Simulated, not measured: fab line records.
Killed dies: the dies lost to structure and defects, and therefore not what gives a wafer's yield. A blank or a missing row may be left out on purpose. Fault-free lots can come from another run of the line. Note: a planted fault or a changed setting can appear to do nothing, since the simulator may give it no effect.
Lot-split experiment | flow n5 finfet | route with 1938 steps; 7 lots, 39 wafers read

THE SPLIT ITSELF
At N5_MOL_CONTACT_COAG_VIA_ETCH_46 (etches SiO2 in C4F6/O2, target depth 46 nm, overetch 9.2 nm, time 40 s), the setting target depth a was moved away from the recipe's 460 angstrom on 18 of the 39 wafers read, by -51.6% to +55.3%. For the rest of the wafers, this setting stayed at what the recipe calls for.

The reading comes from the split's own step.

THE READING
SOC_of_MOL_CONTACT_COAG_COAT_75.thk nm (the simulator's own value, which no gauge read), in nm, at N5_MOL_CONTACT_COAG_VIA_ETCH_46 (etches SiO2 in C4F6/O2, target depth 46 nm, overetch 9.2 nm, time 40 s). There is no usual value for it anywhere in the file. Across the 21 wafers here that went through the recipe, the average is 50.7 nm and the standard deviation 0.29 nm.

wafer  | tool, chamber at the split | target depth a as run, angstrom | against the recipe | SOC_of_MOL_CONTACT_COAG_COAT_75.thk nm, nm | against lot-mates on the recipe
L078.1 | rie diel-02, 3             | 460                             | recipe             | 51                                         | -
L078.2 | rie diel-02, 1             | 691.6                           | +50.3%             | 48                                         | -2.9
L078.3 | rie diel-02, 2             | 460                             | recipe             | 50.8                                       | -
L078.4 | rie diel-02, 0             | 691.6                           | +50.3%             | 47.6                                       | -3.3
L078.5 | rie diel-02, 3             | 460                             | recipe             | 50.8                                       | -
L078.6 | rie diel-02, 2             | 691.6                           | +50.3%             | 48                                         | -2.9
L081.1 | rie diel-01, 0             | 675.4                           | +46.8%             | 48.2                                       | -2.5
L081.2 | rie diel-01, 2             | 460                             | recipe             | 50.8                                       | -
L081.3 | rie diel-01, 3             | 460                             | recipe             | 50.8                                       | -
L081.4 | rie diel-01, 3             | 675.4                           | +46.8%             | 48.8                                       | -1.9
L081.5 | rie diel-01, 0             | 460                             | recipe             | 50.6                                       | -
L081.6 | rie diel-01, 2             | 675.4                           | +46.8%             | 48                                         | -2.7
L083.2 | rie diel-04, 0             | 460                             | recipe             | 50.6                                       | -
L083.4 | rie diel-04, 1             | 460                             | recipe             | 50.4                                       | -
L083.5 | rie diel-04, 3             | 460                             | recipe             | 50.2                                       | -
L086.1 | rie diel-02, 3             | 294.2                           | -36.0%             | 53                                         | +2.0
L086.2 | rie diel-02, 0             | 294.2                           | -36.0%             | 52.6                                       | +1.6
L086.3 | rie diel-02, 1             | 460                             | recipe             | 51                                         | -
L086.4 | rie diel-02, 2             | 294.2                           | -36.0%             | 53                                         | +2.0
L086.5 | rie diel-02, 2             | 460                             | recipe             | 50.8                                       | -
L086.6 | rie diel-02, 3             | 460                             | recipe             | 51.2                                       | -
L089.1 | rie diel-01, 1             | 460                             | recipe             | 50.8                                       | -
L089.2 | rie diel-01, 3             | 460                             | recipe             | 51.2                                       | -
L089.3 | rie diel-01, 0             | 590.6                           | +28.4%             | 49.4                                       | -1.5
L089.4 | rie diel-01, 2             | 460                             | recipe             | 50.8                                       | -
L089.5 | rie diel-01, 0,1           | 590.6                           | +28.4%             | 49.2                                       | -1.7
L089.6 | rie diel-01, 0,1           | 590.6                           | +28.4%             | 49.2                                       | -1.7
L095.1 | rie diel-01, 1             | 460                             | recipe             | 50.4                                       | -
L095.2 | rie diel-01, 0             | 222.7                           | -51.6%             | 53.2                                       | +2.8
L095.3 | rie diel-01, 2             | 222.7                           | -51.6%             | 53.4                                       | +3.0
L095.4 | rie diel-01, 3             | 460                             | recipe             | 50.6                                       | -
L095.5 | rie diel-01, 2             | 460                             | recipe             | 50.2                                       | -
L095.6 | rie diel-01, 3             | 222.7                           | -51.6%             | 53.4                                       | +3.0
L096.1 | rie diel-04, 3             | 460                             | recipe             | 50.2                                       | -
L096.2 | rie diel-04, 1             | 460                             | recipe             | 50.8                                       | -
L096.3 | rie diel-04, 0             | 714.3                           | +55.3%             | 47.6                                       | -2.9
L096.4 | rie diel-04, 2             | 714.3                           | +55.3%             | 47.2                                       | -3.3
L096.5 | rie diel-04, 1             | 714.3                           | +55.3%             | 47.6                                       | -2.9
L096.6 | rie diel-04, 2             | 460                             | recipe             | 50.6                                       | -
If several chambers appear in one row, that row covers several wafers at once and the file leaves open which wafer was in which chamber.

FIT RESULTS
A straight line over all 39 wafers: SOC_of_MOL_CONTACT_COAG_COAT_75.thk nm changes by -0.0547 nm for each +1% of target depth a; r = -0.99; the points scatter about the line by 0.28 nm.
The same after taking each lot's own level away (the mean of its wafers on the recipe; 39 wafers): -0.0556 nm for each +1%; r = -0.99; scatter 0.21 nm.
That fit puts the effect of the largest move of target depth a on the reading at 3.1 nm.
From 50.40 to 51.00 nm: that is the span of the lots' own levels, equal to 2.1 times the standard deviation above.
Hence the lot-to-lot level has little effect on the slope; both slopes agree.
Check: with one of the wafers moved furthest among these (+55.3%) left out of the fit, the line predicts -3.1 nm for it against its lot-mates. It came out at -2.93 nm against them.

FURTHER SPLITS ON THESE WAFERS
Other splits were also applied to these wafers ahead of the reading. Each is held against what the fit with the lots' levels taken away leaves over:
other split on the same wafers                    | wafers away from the commonest value | r with SOC_of_MOL_CONTACT_COAG_COAT_75.thk nm (lot level and that fit taken away)
N5_PMOS_HMC_CHANNEL_EPI_DEVELOP_08 develop time s | 18                                   | +0.06

THE WHOLE CHAIN: every reading that the file lists as answering this split, in the file's order
step                            | what it does                                                           | reading                                                                                 | change (the file's fit)                                                                       | r (the file's)
N5_MOL_CONTACT_COAG_VIA_ETCH_46 | etches SiO2 in C4F6/O2, target depth 46 nm, overetch 9.2 nm, time 40 s | etch.depth nm (the simulator's own value, which no gauge read)                          | not straight: 31.68 at the lowest setting, 46.16 at the recipe, 45.91 at the highest          | not given
N5_MOL_CONTACT_COAG_VIA_ETCH_46 | etches SiO2 in C4F6/O2, target depth 46 nm, overetch 9.2 nm, time 40 s | SOC_of_MOL_CONTACT_COAG_COAT_75.thk nm (the simulator's own value, which no gauge read) | -0.0557 nm for each +1% of the setting                                                        | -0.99
N5_MOL_CONTACT_COAG_ETCH_47     | etches SiNx in CH3F/O2, stops on W, target depth 27 nm                 | etch rf on time s                                                                       | not straight: withheld at the lowest setting, withheld at the recipe, withheld at the highest | not given
N5_MOL_CONTACT_COAG_ETCH_47     | etches SiNx in CH3F/O2, stops on W, target depth 27 nm                 | etch.over etch s (the simulator's own value, which no gauge read)                       | not straight: 0 at the lowest setting, 5.182 at the recipe, 5.075 at the highest              | not given

THE FILE'S OWN FIT
SOC_of_MOL_CONTACT_COAG_COAT_75.thk nm changes by -0.0557 nm for each +1% of target depth a, r = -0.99.
